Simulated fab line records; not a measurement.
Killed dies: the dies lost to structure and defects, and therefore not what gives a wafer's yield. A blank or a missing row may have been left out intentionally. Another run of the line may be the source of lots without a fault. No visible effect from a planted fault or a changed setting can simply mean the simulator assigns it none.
fab line records	flow n5Finfet
record lots=10	wafers=30	lastDay=17
route steps=1938 shown FIN_SAQP@95 BEOL_M4@1111 PASSIVATION@1936
lots with no fault: from the same line, run without faults
startH: hours from the record's first day to the start of the lot's first wafer shown	waitH: hours since the lot's step before	" the same as in the row above	L1.1+2: a row that stands for several wafers	- either no value or no given start	* or withheld: withheld	< > ~ a bound
route shown NAME@n: names a module that has steps shown in the file, with the first one's number in the route	usual: mean and standard deviation over wafers with no fault	same: alike in all rows	chamber/n: place in a boat	sites: readings site by site	_std_site: how widely they spread, as a standard deviation	_edge_site: inner sites' mean taken away from outer sites' mean	radiusMm: how far each site lies from the wafer's centre	mask NAME#n: copy n	behind: the last tool/chamber to shape the wafer	hold: the reason the lot was held/the length of the hold in hours/how it ended	device: the n, p or np transistor that did not switch	end of line: the route-end tests of the same wafers	a step given without rows: its recipe and nothing more	killed: not the wafer's yield, but the dies lost to structure and defects at the first sort	map: a wafer's dies, marking killed ones x, the rest . and places with no die _
set.NAME: the setting as run; set.NAME@STEP: as run at that earlier step	model.NAME: the simulator's own value behind a step, which no gauge read
a sample of lots followed through the steps of the route, with each step as a table and each wafer as a row
services: a tool's chamber out of use, with start hour (startH, from the record's first day; less than 0 if before it), hours out, and reason
## steps
# step N5_FIN_SAQP_DENSIFY_62
# recipe tempC=700	timeS=60	ambient=N2	idleTempC=600	rampUpCPerS=150	rampDownCPerS=60	coolToC=600
# usual lampPowerPct=9.84/0.052	wafer_temp_C_max=703.2/0.58
lot.wafer	tool	chamber	startH	waitH	lampPowerPct	wafer_temp_C_max
L112.1	rtpAnneal-01	0	68.92	0.1	9.88	702.4
L112.3	"	0	"	"	9.86	702.7
L112.6	"	0	"	"	9.90	703.2
L113.2	rtpAnneal-01	0	75.22	0.1	9.81	702.3
L113.5	"	0	"	"	9.83	702.7
L113.6	"	0	"	"	9.89	703.4
L115.2	rtpAnneal-01	0	90.22	0.2	9.94	703.3
L115.4	"	0	"	"	9.82	704.2
L115.5	"	0	"	"	9.93	702.2
L116.1	rtpAnneal-01	0	95.09	0.1	9.83	703.1
L116.2	"	0	"	"	9.88	702.6
L116.6	"	0	"	"	9.84	703.2
L118.1	rtpAnneal-01	0	106.72	0.1	9.85	702.7
L118.4	"	0	"	"	9.80	702.9
L118.5	"	0	"	"	9.87	702.5
L119.1	rtpAnneal-02	0	112.42	0.2	9.88	702.7
L119.2	"	0	"	"	9.78	702.7
L119.6	"	0	"	"	9.78	702.3
L121.2	rtpAnneal-02	0	124.12	0.2	9.77	704.2
L121.4	"	0	"	"	9.85	704.4
L121.5	"	0	"	"	9.86	703.1
L125.3	rtpAnneal-02	0	146.83	0.7	9.81	702.7
L125.5	"	0	"	"	9.82	704.3
L125.6	"	0	"	"	9.83	704.0
L126.1	rtpAnneal-02	0	153.31	0.3	9.94	703.1
L126.4	"	0	"	"	9.86	702.5
L126.5	"	0	"	"	9.88	702.7
L127.3	rtpAnneal-02	0	158.92	0.4	9.84	703.9
L127.4	"	0	"	"	9.89	702.9
L127.5	"	0	"	"	9.93	702.6
# step N5_FIN_SAQP_THK_MEAS_05
# usual thkNm=37.9/0.45
lot.wafer	tool	chamber	startH	waitH	thkNm
L112.1	filmMetro-02	-	69.22	0.1	38.0
L112.3	"	-	"	"	37.4
L112.6	"	-	"	"	39.0
L113.2	filmMetro-02	-	75.49	0.1	36.7
L113.5	"	-	"	"	37.9
L113.6	"	-	"	"	38.2
L115.2	filmMetro-01	-	90.51	0.1	37.5
L115.4	"	-	"	"	37.8
L115.5	"	-	"	"	37.9
L116.1	filmMetro-01	-	95.39	0.1	37.6
L116.2	"	-	"	"	37.8
L116.6	"	-	"	"	38.0
L118.1	filmMetro-01	-	107.02	0.1	37.7
L118.4	"	-	"	"	38.0
L118.5	"	-	"	"	37.7
L119.1	filmMetro-01	-	112.72	0.1	37.3
L119.2	"	-	"	"	37.2
L119.6	"	-	"	"	37.3
L121.2	filmMetro-02	-	124.42	0.1	37.3
L121.4	"	-	"	"	38.2
L121.5	"	-	"	"	37.9
L125.3	filmMetro-02	-	147.08	0.1	37.6
L125.5	"	-	"	"	38.3
L125.6	"	-	"	"	38.1
L126.1	filmMetro-01	-	153.62	0.1	38.3
L126.4	"	-	"	"	38.4
L126.5	"	-	"	"	38.5
L127.3	filmMetro-02	-	159.17	0.1	38.1
L127.4	"	-	"	"	38.1
L127.5	"	-	"	"	37.5
# step N5_FIN_SAQP_INSPECT_18
# recipe mode=adi	inspectInstrument=brightfield
# usual rawDefectCount=436/120
lot.wafer	tool	chamber	startH	waitH	rawDefectCount
L112.1	defectInspect-01	-	69.98	0.0	329
L112.3	"	-	"	"	421
L112.6	"	-	"	"	451
L113.2	defectInspect-01	-	76.27	0.0	246
L113.5	"	-	"	"	226
L113.6	"	-	"	"	485
L115.2	defectInspect-02	-	91.27	0.0	653
L115.4	"	-	"	"	555
L115.5	"	-	"	"	655
L116.1	defectInspect-02	-	96.14	0.0	333
L116.2	"	-	"	"	367
L116.6	"	-	"	"	379
L118.1	defectInspect-01	-	107.78	0.0	506
L118.4	"	-	"	"	293
L118.5	"	-	"	"	304
L119.1	defectInspect-02	-	113.49	0.0	528
L119.2	"	-	"	"	335
L119.6	"	-	"	"	364
L121.2	defectInspect-01	-	125.20	0.0	394
L121.4	"	-	"	"	368
L121.5	"	-	"	"	408
L125.3	defectInspect-02	-	147.71	0.0	438
L125.5	"	-	"	"	397
L125.6	"	-	"	"	464
L126.1	defectInspect-01	-	154.25	0.0	883
L126.4	"	-	"	"	378
L126.5	"	-	"	"	426
L127.3	defectInspect-02	-	159.92	0.0	311
L127.4	"	-	"	"	583
L127.5	"	-	"	"	550
# step N5_FIN_SAQP_ETCH_51
# recipe chemistry=CF4	target=SiARC	targetDepthA=455	maskMaterial=CAR-ArF	timeS=75.8	ionEnergyEv=80	pressureMtorr=40	sourceW=545	biasW=36	Ar_flow_sccm=100	cf4FlowSccm=100	ends=cleared
# usual cf4FlowSccm=100.0/0.3	drypumpMotorCurrentA=5.5/0.41	etchRfOnTimeS=74.8/1.8	oesProductAu=0.69/0.089	rfVppV=184.1/1.2	showerheadPlenumPTorr=2.15/0.06	throttleValvePct=15.64/0.25
lot.wafer	tool	chamber	startH	waitH	cf4FlowSccm	drypumpMotorCurrentA	etchRfOnTimeS	oesProductAu	rfHoursCounterH	rfVppV	showerheadPlenumPTorr	throttleValvePct
L112.1	rieDiel-06	0	70.05	0.0	99.9	5.8	76.9	0.63	174	184.1	2.13	15.48
L112.3	"	1	"	"	100.6	5.3	76.0	0.62	160	186.0	2.22	15.85
L112.6	"	3	"	"	100.1	4.9	79.0	0.58	-	182.9	2.11	16.15
L113.2	rieDiel-06	1	76.61	0.0	100.2	5.3	75.6	0.62	163	185.6	2.22	15.85
L113.5	"	3	"	"	100.4	4.9	77.9	0.58	-	182.4	2.11	16.15
L113.6	"	1	"	"	100.2	5.3	75.7	0.62	-	185.9	2.22	15.84
L115.2	rieDiel-06	0	91.33	0.0	100.3	5.8	77.1	0.61	183	183.7	2.13	15.50
L115.4	"	3	"	"	99.7	4.9	78.2	0.58	-	184.3	2.10	16.16
L115.5	"	1	"	"	99.8	5.3	75.6	0.62	-	184.1	2.22	15.86
L116.1	rieDiel-03	1	96.81	0.0	100.1	6.2	70.6	0.63	204	182.7	2.14	16.11
L116.2	"	3	"	"	100.4	6.2	72.0	0.76	52	184.4	2.18	15.39
L116.6	"	2	"	"	100.2	5.5	74.9	0.68	-	185.4	2.24	15.64
L118.1	rieDiel-06	0	107.85	0.0	100.0	5.8	77.7	0.61	191	184.0	2.12	15.53
L118.4	"	0	"	"	99.8	5.8	78.2	0.60	-	184.5	2.12	15.52
L118.5	"	1	"	"	100.0	5.3	118.0	0.53	-	183.5	2.22	15.89
L119.1	rieDiel-06	0	113.56	0.0	100.0	5.8	77.4	0.61	194	184.2	2.12	15.52
L119.2	"	2	"	"	100.6	5.4	115.8	0.72	5	185.6	2.28	15.12
L119.6	"	2	"	"	100.3	5.4	74.3	0.84	-	185.2	2.28	15.14
L121.2	rieDiel-06	1	125.27	0.0	100.3	5.3	116.6	0.53	185	186.5	2.22	15.91
L121.4	"	0	"	"	99.5	5.8	77.2	0.61	199	183.2	2.12	15.53
L121.5	"	0	"	"	100.5	5.8	119.0	0.53	-	183.2	2.12	15.51
L125.3	rieDiel-02	0	147.89	0.0	99.0	5.2	73.6	0.83	10	184.4	2.10	15.38
L125.5	"	0	"	"	99.8	5.2	73.4	0.84	-	185.3	2.10	15.39
L125.6	"	3	"	"	100.0	5.1	75.7	0.73	-	184.4	2.18	15.53
L126.1	rieDiel-02	2	154.32	0.0	99.9	5.7	73.8	0.77	35	183.1	2.09	15.52
L126.4	"	1	"	"	100.0	6.1	73.8	0.67	113	184.5	2.15	15.69
L126.5	"	3	"	"	100.5	5.1	74.4	0.72	-	184.5	2.18	15.53
L127.3	rieDiel-02	3	159.99	0.0	99.7	5.1	74.8	0.72	50	185.4	2.18	15.53
L127.4	"	1	"	"	100.3	6.2	73.7	0.67	114	183.3	2.15	15.66
L127.5	"	3	"	"	100.1	5.1	74.5	0.72	-	184.3	2.18	15.52
# step N5_BEOL_M4_RC_MEAS_101
# usual DIBL_N=36.8/2.1	DIBL_P=37.1/2.2	IOFF_N=0.18/0.037	IOFF_P=0.23/0.041	ION_N=682/13	ION_P=467/8.6	SS_N=71.7/0.61	SS_P=73.5/0.6	VT_N=248/3.4	VT_P=-249/3.5
lot.wafer	tool	chamber	startH	waitH	DIBL_N[mV/V]	DIBL_P[mV/V]	IOFF_N[nA/um]	IOFF_P[nA/um]	ION_N[uA/um]	ION_P[uA/um]	SS_N[mV/dec]	SS_P[mV/dec]	VT_N[mV]	VT_P[mV]
L112.1	prober-02	0	214.09	0.0	38.2	36.8	0.18	0.22	670	460	72.3	73.4	246	-249
L112.3	"	0	"	"	38.9	38.7	0.22	0.26	683	461	71.8	73.8	242	-247
L112.6	"	0	"	"	39.4	37.6	0.21	0.22	666	452	72.5	73.1	247	-252
L113.2	prober-01	0	216.09	0.2	38.1	37.8	0.21	0.24	690	473	71.3	73.8	245	-247
L113.5	"	0	"	"	37.7	37.0	0.20	0.24	691	479	72.4	73.3	244	-249
L113.6	"	0	"	"	38.8	39.0	0.20	0.26	689	472	71.8	73.7	248	-248
L115.2	prober-01	0	236.16	0.2	36.6	35.9	0.15	0.19	674	461	71.2	73.1	252	-253
L115.4	"	0	"	"	37.5	37.5	0.17	0.22	684	471	71.4	73.5	250	-250
L115.5	"	0	"	"	34.7	34.7	0.13	0.18	670	464	71.0	73.2	252	-253
L116.1	prober-02	0	238.63	0.0	38.2	39.1	0.23	0.24	708	473	72.0	74.2	243	-250
L116.2	"	0	"	"	36.6	37.1	0.19	0.20	692	464	71.0	73.8	247	-253
L116.6	"	0	"	"	36.7	35.9	0.18	0.18	680	456	72.0	73.8	249	-254
L118.1	prober-01	0	258.75	0.0	37.0	38.9	0.18	0.23	699	478	72.2	72.7	248	-246
L118.4	"	0	"	"	39.0	41.8	0.23	0.29	709	483	72.1	74.3	243	-248
L118.5	"	0	"	"	37.1	39.0	0.18	0.24	698	474	72.0	73.5	247	-246
L119.1	prober-02	0	261.03	0.0	36.6	37.9	0.17	0.22	674	456	72.2	73.4	246	-251
L119.2	"	0	"	"	36.9	39.6	0.19	0.25	692	473	71.8	74.1	243	-247
L119.6	"	0	"	"	35.4	36.9	0.15	0.20	673	465	71.9	74.0	248	-251
L121.2	prober-02	0	264.38	0.2	36.9	36.8	0.17	0.25	680	471	71.7	74.0	249	-246
L121.4	"	0	"	"	35.8	35.3	0.15	0.23	683	474	71.4	73.1	251	-246
L121.5	"	0	"	"	34.8	34.7	0.15	0.22	688	474	71.4	72.6	251	-247
L126.1	prober-01	0	296.41	0.0	35.1	37.3	0.16	0.20	677	466	70.8	72.6	249	-250
L126.4	"	0	"	"	35.8	37.5	0.16	0.20	684	464	71.4	73.9	250	-250
L126.5	"	0	"	"	37.7	41.0	0.22	0.26	690	468	71.8	74.3	247	-248
L125.3	prober-01	0	302.78	0.3	37.0	39.5	0.20	0.29	694	475	72.4	74.0	245	-242
L125.5	"	0	"	"	37.0	39.3	0.19	0.29	685	476	71.6	73.7	247	-242
L125.6	"	0	"	"	39.1	41.5	0.24	0.33	696	480	73.0	74.6	244	-242
L127.3	prober-01	0	306.84	0.3	36.3	35.6	0.15	0.20	679	466	71.5	73.2	249	-251
L127.4	"	0	"	"	38.0	38.2	0.18	0.25	682	469	72.5	74.5	248	-249
L127.5	"	0	"	"	37.9	38.1	0.18	0.24	688	469	71.8	73.6	249	-247
# step N5_PASSIVATION_PROBE_49
# usual defectLimitedYield=91.0/1.4	killed_at_M0_to_M3=35/10	killed_at_M4_up=13/6	killedAtContacts=13/6.4	killedAtFrontEnd=42/12	killedAtOther=3.2/2.4	killedDies=107/17	killedOpen=69/13	killedShort=33/7.3	sort_bin_4_leakage=0.00/0.022	sort_bin_5_function=5.3/0.92	sort_bin_6_memory=3.3/0.66	sortNPass=1073/17	sortYieldPct=90.9/1.4
# same grossDies=1180	killedAtBackSide=0	sort_bin_8_speed[%]=0
lot.wafer	tool	chamber	startH	waitH	defectLimitedYield[%]	killed_at_M0_to_M3	killed_at_M4_up	killedAtContacts	killedAtFrontEnd	killedAtOther	killedDies	killedOpen	killedShort	sort_bin_4_leakage[%]	sort_bin_5_function[%]	sort_bin_6_memory[%]	sortNPass	sortYieldPct[%]
L112.1	prober-01	-	318.02	0.0	91.8	22	11	19	38	7	97	63	27	0	5.1	2.8	1083	91.8
L112.3	prober-01	-	318.12	0.1	87.9	43	21	20	49	10	143	95	39	0	6.5	5.3	1037	87.9
L112.6	prober-01	-	318.27	0.3	92.4	38	18	7	26	1	90	56	33	0	4.7	2.6	1090	92.4
L113.2	prober-02	-	319.21	0.1	90.2	37	11	17	49	2	116	74	38	0	5.6	3.6	1064	90.2
L113.5	prober-02	-	319.36	0.2	89.7	45	10	8	56	2	121	81	33	0	7.3	2.7	1059	89.7
L113.6	prober-02	-	319.41	0.3	90.3	57	7	15	32	3	114	66	40	0	6.4	3.0	1066	90.3
L115.2	prober-01	-	334.07	0.1	93.8	19	9	12	33	0	73	50	15	0	3.6	2.6	1107	93.8
L115.4	prober-01	-	334.17	0.2	93.1	28	8	12	32	2	82	55	22	0	4.1	2.6	1098	93.1
L115.5	prober-01	-	334.22	0.2	91.5	36	16	6	41	1	100	62	29	0	5.2	3.1	1080	91.5
L116.1	prober-01	-	353.77	0.0	92.0	29	14	15	34	2	94	54	31	0.08	4.9	2.7	1085	91.9
L116.2	prober-01	-	353.82	0.1	92.2	16	7	9	57	3	92	58	23	0	4.3	2.9	1088	92.2
L116.6	prober-01	-	354.02	0.3	93.6	36	10	8	22	0	76	50	24	0	3.1	3.2	1104	93.6
L119.1	prober-01	-	366.99	0.0	90.5	26	17	7	58	4	112	75	34	0	6.6	2.5	1068	90.5
L119.2	prober-01	-	367.04	0.1	90.2	21	24	13	57	1	116	78	35	0	5.8	3.9	1064	90.2
L119.6	prober-01	-	367.24	0.3	89.1	36	14	12	64	3	129	87	31	0	5.8	4.4	1051	89.1
L118.1	prober-02	-	368.96	0.0	88.7	67	22	10	33	1	133	83	44	0	6.7	4.2	1047	88.7
L118.4	prober-02	-	369.11	0.2	94.1	22	7	10	25	6	70	39	28	0	3.7	1.9	1110	94.1
L118.5	prober-02	-	369.16	0.2	92.7	35	10	13	24	4	86	46	33	0	4.7	2.3	1094	92.7
L121.2	prober-01	-	369.31	0.4	91.6	46	13	7	32	1	99	63	33	0	5.6	2.5	1081	91.6
L121.4	prober-01	-	369.41	0.5	89.9	44	19	6	49	1	119	71	39	0	5.9	3.4	1061	89.9
L121.5	prober-01	-	369.46	0.5	92.5	27	11	7	42	1	88	43	39	0	4.7	2.4	1092	92.5
L125.3	prober-01	-	405.03	0.1	89.2	40	11	26	49	2	128	82	45	0	6.3	4.2	1052	89.2
L125.5	prober-01	-	405.13	0.2	90.7	42	16	15	36	1	110	70	36	0	5.5	3.5	1070	90.7
L125.6	prober-01	-	405.18	0.3	93.1	27	5	12	37	0	81	58	20	0	4.5	2.1	1099	93.1
L126.1	prober-02	-	409.21	0.0	93.0	33	8	17	22	3	83	60	21	0	3.1	3.5	1097	93.0
L126.4	prober-02	-	409.36	0.2	92.0	41	5	17	27	4	94	59	34	0	5.1	2.5	1086	92.0
L126.5	prober-02	-	409.41	0.2	91.8	25	13	14	42	3	97	63	32	0	4.7	2.7	1083	91.8
L127.3	prober-01	-	411.02	0.1	91.6	35	8	12	43	1	99	66	28	0	4.4	3.6	1081	91.6
L127.4	prober-01	-	411.07	0.2	91.9	33	6	8	48	1	96	66	27	0	5.0	2.5	1084	91.9
L127.5	prober-01	-	411.12	0.2	90.3	32	2	22	52	6	114	76	35	0	6.4	3.1	1066	90.3
# killed by level:class
L112.1 FIN_SAQP:geometricParticle:open=18 MOL_CONTACT_COAG:geometricParticle:open=14 FIN_SAQP:geometricParticle:short=6 BEOL_M3:geometricParticle:open=6 STI_FIN_REVEAL:geometricParticle:open=4 BEOL_M0_SAQP:geometricParticle:short=4 STARTING-WAFER:geometricParticle:short=4 MOL_CONTACT_COAG:geometricParticle:short=3
L112.3 FIN_SAQP:geometricParticle:open=13 MOL_CONTACT_COAG:geometricParticle:open=13 FIN_SAQP:geometricParticle:short=11 BEOL_M1:geometricParticle:open=9 BEOL_M4:geometricParticle:open=8 BEOL_M0:geometricParticle:open=6 BEOL_M2:geometricParticle:open=6 BEOL_M0_SAQP:geometricParticle:short=5
L112.6 BEOL_M0_SAQP:geometricParticle:short=11 BEOL_M0_SAQP:geometricParticle:open=8 BEOL_M3:geometricParticle:open=8 GATE_CUT:geometricParticle:open=6 MOL_CONTACT_COAG:geometricParticle:open=6 BEOL_M5:geometricParticle:open=5 BEOL_M4:geometricParticle:open=4 FIN_SAQP:geometricParticle:short=3
L113.2 MOL_CONTACT_COAG:geometricParticle:open=16 STI_FIN_REVEAL:geometricParticle:open=13 BEOL_M0_SAQP:geometricParticle:open=10 STI_FIN_REVEAL:geometricParticle:short=8 BEOL_M0_SAQP:geometricParticle:short=8 FIN_SAQP:geometricParticle:open=7 GATE_CUT:geometricParticle:short=5 BEOL_M3:geometricParticle:open=5
L113.5 BEOL_M0_SAQP:geometricParticle:open=11 STI_FIN_REVEAL:geometricParticle:open=11 FIN_SAQP:geometricParticle:open=10 DUMMY_GATE:geometricParticle:open=9 BEOL_M3:geometricParticle:open=9 BEOL_M2:geometricParticle:open=7 MOL_CONTACT_COAG:geometricParticle:open=6 FIN_SAQP:geometricParticle:short=5
L113.6 BEOL_M0_SAQP:geometricParticle:short=16 BEOL_M3:geometricParticle:open=16 BEOL_M0_SAQP:geometricParticle:open=10 BEOL_M2:geometricParticle:open=8 MOL_CONTACT_COAG:geometricParticle:open=7 FIN_SAQP:geometricParticle:open=6 STI_FIN_REVEAL:geometricParticle:open=5 FIN_SAQP:geometricParticle:short=4
L115.2 FIN_SAQP:geometricParticle:open=11 MOL_CONTACT_COAG:geometricParticle:open=9 FIN_SAQP:geometricParticle:short=5 STARTING-WAFER:geometricParticle:open=5 BEOL_M0_SAQP:geometricParticle:open=4 BEOL_M0_SAQP:geometricParticle:short=4 BEOL_M1:geometricParticle:open=3 BEOL_M6:geometricParticle:open=3
L115.4 MOL_CONTACT_COAG:geometricParticle:open=9 FIN_SAQP:geometricParticle:open=8 DUMMY_GATE:geometricParticle:open=7 BEOL_M0_SAQP:geometricParticle:short=7 BEOL_M1:geometricParticle:open=5 BEOL_M0_SAQP:geometricParticle:open=4 BEOL_M2:geometricParticle:open=4 BEOL_M4:geometricParticle:open=4
L115.5 FIN_SAQP:geometricParticle:open=17 BEOL_M1:geometricParticle:open=11 FIN_SAQP:geometricParticle:short=9 BEOL_M0_SAQP:geometricParticle:open=8 BEOL_M4:geometricParticle:open=7 GATE_CUT:geometricParticle:short=5 BEOL_M0_SAQP:geometricParticle:short=4 MOL_CONTACT_COAG:geometricParticle:short=3
L116.1 BEOL_M4:geometricParticle:open=9 DUMMY_GATE:geometricParticle:open=8 FIN_SAQP:geometricParticle:short=7 MOL_CONTACT_COAG:geometricParticle:open=7 STI_FIN_REVEAL:geometricParticle:open=6 BEOL_M0_SAQP:geometricParticle:open=6 BEOL_M2:geometricParticle:open=5 BEOL_M0_SAQP:geometricParticle:short=5
L116.2 STI_FIN_REVEAL:geometricParticle:open=18 DUMMY_GATE:geometricParticle:open=6 MOL_CONTACT_COAG:geometricParticle:open=6 FIN_SAQP:geometricParticle:open=4 STI_FIN_REVEAL:geometricParticle:short=4 ILD0:geometricParticle:short=4 GATE_CUT:geometricParticle:short=4 BEOL_M2:geometricParticle:open=4
L116.6 STI_FIN_REVEAL:geometricParticle:open=9 BEOL_M0_SAQP:geometricParticle:short=8 BEOL_M0_SAQP:geometricParticle:open=7 BEOL_M4:geometricParticle:open=7 BEOL_M2:geometricParticle:open=7 BEOL_M3:geometricParticle:open=7 MOL_CONTACT_COAG:geometricParticle:open=4 MOL_CONTACT_COAG:geometricParticle:short=3
L119.1 FIN_SAQP:geometricParticle:open=21 FIN_SAQP:geometricParticle:short=10 STI_FIN_REVEAL:geometricParticle:open=8 GATE_CUT:geometricParticle:short=7 BEOL_M4:geometricParticle:open=7 BEOL_M0_SAQP:geometricParticle:open=6 BEOL_M0_SAQP:geometricParticle:short=6 MOL_CONTACT_COAG:geometricParticle:open=5
L119.2 BEOL_M4:geometricParticle:open=17 FIN_SAQP:geometricParticle:short=14 FIN_SAQP:geometricParticle:open=11 MOL_CONTACT_COAG:geometricParticle:open=10 STI_FIN_REVEAL:geometricParticle:open=10 GATE_CUT:geometricParticle:short=7 BEOL_M0_SAQP:geometricParticle:open=6 BEOL_M0_SAQP:geometricParticle:short=5
L119.6 FIN_SAQP:geometricParticle:open=29 MOL_CONTACT_COAG:geometricParticle:open=11 BEOL_M0_SAQP:geometricParticle:short=10 BEOL_M4:geometricParticle:open=9 STI_FIN_REVEAL:geometricParticle:open=8 FIN_SAQP:geometricParticle:short=7 BEOL_M0_SAQP:geometricParticle:open=6 BEOL_M3:geometricParticle:open=6
L118.1 BEOL_M0_SAQP:geometricParticle:open=18 BEOL_M0_SAQP:geometricParticle:short=17 BEOL_M3:geometricParticle:open=11 BEOL_M4:geometricParticle:open=10 FIN_SAQP:geometricParticle:short=9 DUMMY_GATE:geometricParticle:open=8 MOL_CONTACT_COAG:geometricParticle:open=8 BEOL_M1:geometricParticle:open=7
L118.4 BEOL_M0_SAQP:geometricParticle:short=8 FIN_SAQP:geometricParticle:open=6 FIN_SAQP:geometricParticle:short=6 MOL_CONTACT_COAG:geometricParticle:open=6 BEOL_M1:geometricParticle:open=5 MIM_TOP_ETCH:geometricParticle:open=4 BEOL_M0_SAQP:geometricParticle:open=3 BEOL_M3:geometricParticle:open=3
L118.5 MOL_CONTACT_COAG:geometricParticle:open=10 BEOL_M0_SAQP:geometricParticle:short=9 BEOL_M0_SAQP:geometricParticle:open=9 FIN_SAQP:geometricParticle:short=6 BEOL_M1:geometricParticle:open=5 BEOL_M3:geometricParticle:open=4 DUMMY_GATE:geometricParticle:open=3 MOL_CONTACT_COAG:geometricParticle:short=3
L121.2 BEOL_M2:geometricParticle:open=12 BEOL_M3:geometricParticle:open=11 FIN_SAQP:geometricParticle:open=8 GATE_CUT:geometricParticle:short=6 BEOL_M0_SAQP:geometricParticle:short=6 GATE_CUT:geometricParticle:open=5 BEOL_M0_SAQP:geometricParticle:open=5 BEOL_M1:geometricParticle:open=5
L121.4 BEOL_M0_SAQP:geometricParticle:open=14 STI_FIN_REVEAL:geometricParticle:open=9 BEOL_M0_SAQP:geometricParticle:short=8 FIN_SAQP:geometricParticle:open=7 BEOL_M3:geometricParticle:open=7 FIN_SAQP:geometricParticle:short=5 ILD0:geometricParticle:open=5 BEOL_M2:geometricParticle:short=5
L121.5 BEOL_M0_SAQP:geometricParticle:open=10 ILD0:geometricParticle:short=8 BEOL_M0_SAQP:geometricParticle:short=7 FIN_SAQP:geometricParticle:short=6 FIN_SAQP:geometricParticle:open=5 GATE_CUT:geometricParticle:open=5 GATE_CUT:geometricParticle:short=5 MOL_CONTACT_COAG:geometricParticle:open=5
L125.3 MOL_CONTACT_COAG:geometricParticle:open=22 DUMMY_GATE:geometricParticle:open=13 BEOL_M0_SAQP:geometricParticle:short=13 STI_FIN_REVEAL:geometricParticle:open=9 BEOL_M0_SAQP:geometricParticle:open=9 FIN_SAQP:geometricParticle:short=8 MOL_CONTACT_COAG:geometricParticle:short=4 DUMMY_GATE:geometricParticle:short=4
L125.5 BEOL_M0_SAQP:geometricParticle:open=15 MOL_CONTACT_COAG:geometricParticle:open=13 BEOL_M0_SAQP:geometricParticle:short=12 STI_FIN_REVEAL:geometricParticle:open=9 BEOL_M5:geometricParticle:open=7 BEOL_M0:geometricParticle:open=6 FIN_SAQP:geometricParticle:open=4 STI_FIN_REVEAL:geometricParticle:short=4
L125.6 STI_FIN_REVEAL:geometricParticle:open=15 MOL_CONTACT_COAG:geometricParticle:open=10 BEOL_M0_SAQP:geometricParticle:open=9 STI_FIN_REVEAL:geometricParticle:short=4 BEOL_M0_SAQP:geometricParticle:short=4 BEOL_M3:geometricParticle:open=4 DUMMY_GATE:geometricParticle:open=3 GATE_CUT:geometricParticle:short=3
L126.1 MOL_CONTACT_COAG:geometricParticle:open=13 BEOL_M0_SAQP:geometricParticle:open=11 STI_FIN_REVEAL:geometricParticle:open=5 BEOL_M4:geometricParticle:open=5 BEOL_M3:geometricParticle:open=4 MOL_CONTACT_COAG:geometricParticle:short=4 BEOL_M0_SAQP:geometricParticle:short=4 BEOL_M0:geometricParticle:open=4
L126.4 MOL_CONTACT_COAG:geometricParticle:open=13 BEOL_M0_SAQP:geometricParticle:open=10 BEOL_M0_SAQP:geometricParticle:short=7 GATE_CUT:geometricParticle:short=6 BEOL_M2:geometricParticle:open=5 BEOL_M3:geometricParticle:open=5 BEOL_M3:geometricParticle:short=5 MOL_CONTACT_COAG:geometricParticle:short=4
L126.5 STI_FIN_REVEAL:geometricParticle:open=13 MOL_CONTACT_COAG:geometricParticle:open=11 BEOL_M2:geometricParticle:open=8 FIN_SAQP:geometricParticle:open=7 BEOL_M4:geometricParticle:open=6 STARTING-WAFER:geometricParticle:open=5 FIN_SAQP:geometricParticle:short=4 GATE_CUT:geometricParticle:short=4
L127.3 FIN_SAQP:geometricParticle:open=16 BEOL_M1:geometricParticle:open=12 MOL_CONTACT_COAG:geometricParticle:open=10 GATE_CUT:geometricParticle:short=5 BEOL_M0_SAQP:geometricParticle:open=5 BEOL_M0_SAQP:geometricParticle:short=5 STI_FIN_REVEAL:geometricParticle:open=4 DUMMY_GATE:geometricParticle:open=3
L127.4 STI_FIN_REVEAL:geometricParticle:open=10 BEOL_M0_SAQP:geometricParticle:open=9 FIN_SAQP:geometricParticle:open=8 BEOL_M1:geometricParticle:open=7 BEOL_M3:geometricParticle:open=7 ILD0:geometricParticle:open=5 BEOL_M0_SAQP:geometricParticle:short=5 FIN_SAQP:geometricParticle:short=4
L127.5 STI_FIN_REVEAL:geometricParticle:open=20 MOL_CONTACT_COAG:geometricParticle:open=17 BEOL_M0_SAQP:geometricParticle:short=9 FIN_SAQP:geometricParticle:short=6 BEOL_M0_SAQP:geometricParticle:open=6 BEOL_M3:geometricParticle:open=6 MOL_CONTACT_COAG:geometricParticle:short=5 STARTING-WAFER:geometricParticle:open=5
## services
tool	chamber	startH	hours	kind
rieDiel-06	2	63.61	-	clean
rieDiel-06	2	63.61	-	consumableReplace:focusRing
rieDiel-06	2	63.61	-	consumableReplace:showerhead
rieDiel-06	2	63.61	36.8	scheduledDown
rieDiel-06	2	63.61	36.8	ventCycle
rieDiel-06	3	100.73	-	clean
rieDiel-06	3	100.73	-	consumableReplace:focusRing
rieDiel-06	3	100.73	17.1	scheduledDown
rieDiel-06	3	100.73	17.1	ventCycle
rieDiel-02	0	101.98	-	clean
rieDiel-02	0	101.98	-	consumableReplace:focusRing
rieDiel-02	0	101.98	18.6	scheduledDown
rieDiel-02	0	101.98	18.6	ventCycle
rtpAnneal-01	-	108.54	51.1	pm
rieDiel-06	1	126.45	1.2	repair
rtpAnneal-02	-	159.76	6.4	pm
## key
firstSign step=N5_FIN_SAQP_ETCH_51	reading=etchRfOnTimeS	direction=up	sigmas=24	usual=*	struck=*
effect none on later readings
metAt N5_FIN_SAQP_ETCH_51
struckLots L118,L119,L121
struckWafers L118.5,L119.2,L121.2,L121.5
notActingAt N5_FIN_SAQP_DENSIFY_62,N5_FIN_SAQP_THK_MEAS_05,N5_FIN_SAQP_INSPECT_18
onsetBetween 91.33 107.85
fault kind=processParameterDrift	tool=rieDiel-06	chamber=-	onsetH=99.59	steps=N5_FIN_SAQP_ETCH_51	channel=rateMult	offset=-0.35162	shape=step	endH=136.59	scope=struckWafersOnly
